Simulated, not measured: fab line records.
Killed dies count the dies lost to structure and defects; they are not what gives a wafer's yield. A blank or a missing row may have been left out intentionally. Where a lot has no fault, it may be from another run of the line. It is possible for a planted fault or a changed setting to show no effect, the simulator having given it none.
Code-filled problem report in 8D (eight disciplines) form	flow n5-finfet	the parts of the form that need people (team, actions taken, sign-off) are left out

## 1. WHAT IS WRONG
At N5_SD_EPI_N_EPI_21, susceptor-temp-C averages 681.9 C over 6 wafers from 2 lots, while fault-free wafers read 680.0 C, standard deviation 0.31. Relative to the usual mean, that is a shift of +6.0 standard deviations.
The step: deposits Si:P, time 690 s.
The first sign was on wafer L295.1 at day 6 07:30, on epi-rpcvd-01. Wafers with a number at this step in the record: 34, from 12 lots. By rule, "out" or "out of limits" means more than 4 standard deviations away from the usual mean. The rest of the wafers with a number are treated as sound.

## 2. WHAT THIS IS AND IS NOT
question	is	is not
which readings at this step	susceptor-temp-C, susceptor_temp_C_max	-
which lots	L295, L297	L283, L284, L285, L286, L287, L288, L289, L294, L299, L306
which wafers of those lots	all that have a number	-
read on which tools	epi-rpcvd-01	epi-rpcvd-02, epi-rpcvd-04
when	from day 6 07:30	up to then (22 sound wafers); but 6 sound wafers of L299, L306 came after

## 3. SUSPECTS, AND WHAT RULES EACH OUT
Counting: any tool at a process step up to the reading is kept as a suspect provided that every lot that is out went through it and no sound lot did after the first of them.
- rie-diel-02 at N5_DUMMY_GATE_STRIP_48 (strips in N2/H2, time 20 s): kept. All lots that are out passed through it, beginning with L295 at day 6 03:14, and no sound lot followed; its final sound lot before that point was L289 at day 4 10:26.
- epi-rpcvd-01 at N5_SD_EPI_N_EPI_21 (deposits Si:P, time 690 s): kept. All lots that are out passed through it, beginning with L295 at day 6 07:30, and no sound lot followed; its final sound lot before that point was L286 at day 3 19:38. On those wafers its own readings are out: susceptor-temp-C, susceptor_temp_C_max.
What counting leaves: rie-diel-02 at N5_DUMMY_GATE_STRIP_48 and epi-rpcvd-01 at N5_SD_EPI_N_EPI_21.

## 4. THE CAUSE (what the simulator had put in)
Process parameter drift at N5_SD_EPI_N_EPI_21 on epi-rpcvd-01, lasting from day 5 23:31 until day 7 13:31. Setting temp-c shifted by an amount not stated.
Counting left 2 suspects, and this tool is among them.

## 5. THE EFFECT CHAIN, in route order
Rows list readings where the struck wafers' mean (over those with a number) sits beyond 3 standard deviations from the usual. Only readings for which the record gives a usual standard deviation are gone through. hours: the time from each lot's start at the first step in this table that gives one to its start at this step, as a median over the lots. sigmas: the change in usual standard deviations.
hours	step	reading	usual	on struck wafers	change	sigmas
0	N5_SD_EPI_N_EPI_21	susceptor-temp-C	680.0 C	681.9	+1.9	+6.0
0	N5_SD_EPI_N_EPI_21	susceptor_temp_C_max	681.4	683.3	+1.9	+4.8
Its process steps:
- N5_SD_EPI_N_EPI_21: deposits Si:P, time 690 s.

## 6. WHAT WOULD HAVE CAUGHT IT SOONER
In this record the first reading out of limits was taken at day 6 07:30, 8 hours after the fault began at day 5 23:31.
